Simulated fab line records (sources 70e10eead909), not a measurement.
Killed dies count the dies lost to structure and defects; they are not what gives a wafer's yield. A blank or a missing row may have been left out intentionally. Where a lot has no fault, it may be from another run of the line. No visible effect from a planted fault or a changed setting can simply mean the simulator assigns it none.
Matching of chambers || flow nand harc || NHARC_P_BONDPAD_CMP_32 on cmp-01: 4 sister chambers
The step polishes SiCN, target thk 200 nm. 4 wafers are shown with their chamber, then 12 later ones without.

== WAFERS, EACH WITH ITS CHAMBER ==
{"wafer": "L093.4", "chamber": 1, "motor current A (A)": 12.2}
{"wafer": "L094.3", "chamber": 2, "motor current A (A)": 12.7}
{"wafer": "L094.4", "chamber": 0, "motor current A (A)": 11.0}
{"wafer": "L094.6", "chamber": 3, "motor current A (A)": 12.5}

== WAFERS WITH NO CHAMBER GIVEN ==
{"wafer": "L095.1", "motor current A (A)": 11.3}
{"wafer": "L095.2", "motor current A (A)": 12.5}
{"wafer": "L095.4", "motor current A (A)": 12.2}
{"wafer": "L095.3", "motor current A (A)": 13.1}
{"wafer": "L095.5", "motor current A (A)": 11.3}
{"wafer": "L095.6", "motor current A (A)": 11.2}
{"wafer": "L096.1", "motor current A (A)": 10.8}
{"wafer": "L096.2", "motor current A (A)": 12.9}
{"wafer": "L096.5", "motor current A (A)": 12.5}
{"wafer": "L097.3", "motor current A (A)": 11.5}
{"wafer": "L097.4", "motor current A (A)": 12.6}
{"wafer": "L097.5", "motor current A (A)": 13.0}

== THE CHAMBER EACH PASSED THROUGH ==
{"wafer": "L095.1", "from the rows above": 0, "in truth": 0}
{"wafer": "L095.2", "from the rows above": "can't be placed: 3 or 2 or 1", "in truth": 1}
{"wafer": "L095.4", "from the rows above": "can't be placed: 1 or 3 or 2", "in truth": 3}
{"wafer": "L095.3", "from the rows above": "can't be placed: 2 or 3 or 1", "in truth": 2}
{"wafer": "L095.5", "from the rows above": 0, "in truth": 0}
{"wafer": "L095.6", "from the rows above": 0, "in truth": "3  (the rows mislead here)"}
{"wafer": "L096.1", "from the rows above": 0, "in truth": 0}
{"wafer": "L096.2", "from the rows above": "can't be placed: 2 or 3 or 1", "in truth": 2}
{"wafer": "L096.5", "from the rows above": "can't be placed: 3 or 2 or 1", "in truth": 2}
{"wafer": "L097.3", "from the rows above": "can't be placed: 0 or 1 or 3", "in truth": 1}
{"wafer": "L097.4", "from the rows above": "can't be placed: 2 or 3 or 1", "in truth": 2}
{"wafer": "L097.5", "from the rows above": "can't be placed: 2 or 3 or 1", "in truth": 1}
3 of 12 placed correctly. Not placeable from these rows: 8 (in 8, the candidates include the true chamber). Placed wrongly: 1.
How it was worked out, from the rows above alone: a wafer's distance from a chamber is the root of the sum, over the readings, of the square of ((its reading less the chamber's mean) divided by the reading's scatter). If the next closest chamber is less than 2 further off than the closest, the wafer can't be placed; otherwise it belongs to the closest. Each chamber's mean is taken over the wafers shown for it. The scatter: root of mean squared gap, hidden wafer to nearest shown wafer, with one shown wafer a chamber.
